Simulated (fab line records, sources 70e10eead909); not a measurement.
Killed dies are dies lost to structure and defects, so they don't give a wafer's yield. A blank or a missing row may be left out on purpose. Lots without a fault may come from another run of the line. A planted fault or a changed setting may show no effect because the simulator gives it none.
Chamber matching | flow nand_harc | NHARC_A_SLIT_DEP_25 on pecvd-03: 3 sister chambers
The step deposits SiO2, target thk 200 nm. 16 wafers are shown with their chamber, then 8 later ones without.

WAFERS WITH THEIR CHAMBER
wafer  | chamber | throttle_valve_pct (%) | heater_power_w (W)
L076.3 | 0       | 16.2                   | 476
L076.4 | 2       | 15.6                   | 433
L076.5 | 2       | 15.5                   | 438
L077.4 | 0       | 16.3                   | 401
L077.5 | 2       | 15.6                   | 431
L077.6 | 0       | 16.0                   | 413
L080.1 | 0       | 16.3                   | 490
L080.2 | 1       | 15.7                   | 527
L080.6 | 2       | 15.7                   | 535
L086.2 | 1       | 15.8                   | 524
L086.4 | 0       | 16.3                   | 473
L086.5 | 2       | 15.6                   | 562
L091.3 | 1       | 15.8                   | 470
L091.5 | 2       | 15.4                   | 568
L091.6 | 0       | 16.4                   | 389
L092.1 | 2       | 16.0                   | 536

SIGNATURES (means of the wafers above)
reading            | chamber 0 | chamber 1 | chamber 2 | scatter within a chamber
throttle_valve_pct | 16.250    | 15.767    | 15.629    | 0.156
heater_power_w     | 440.33    | 507.00    | 500.43    | 52.5
Rule: a wafer's distance from a chamber is the root of the sum, over the readings, of the square of ((its reading less the chamber's mean) divided by the reading's scatter). The wafer belongs to the nearest chamber; if the next one is less than 2 further off, it can't be placed. The scatter: the root of (the sum of the squares of (reading less its chamber's mean) over the shown wafers, divided by (wafers less chambers)).

WAFERS WITHOUT THEIR CHAMBER
wafer  | throttle_valve_pct (%) | heater_power_w (W)
L092.3 | 16.4                   | 478
L092.4 | 15.5                   | 463
L094.1 | 16.3                   | 465
L094.2 | 15.6                   | 564
L094.5 | 16.3                   | 474
L096.1 | 15.6                   | 512
L096.3 | 15.9                   | 552
L096.5 | 16.4                   | 435

WHICH CHAMBER EACH WENT THROUGH
wafer  | from the rows above          | in truth
L092.3 | 0                            | 0
L092.4 | can't be placed: 2 or 1      | 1
L094.1 | 0                            | 0
L094.2 | can't be placed: 2 or 1      | 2
L094.5 | 0                            | 0
L096.1 | can't be placed: 2 or 1      | 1
L096.3 | can't be placed: 1 or 2 or 0 | 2
L096.5 | 0                            | 0
Placed correctly: 4 of 8. Can't be placed from these rows: 4 (the true chamber is among the candidates in 4). Placed wrongly: 0.
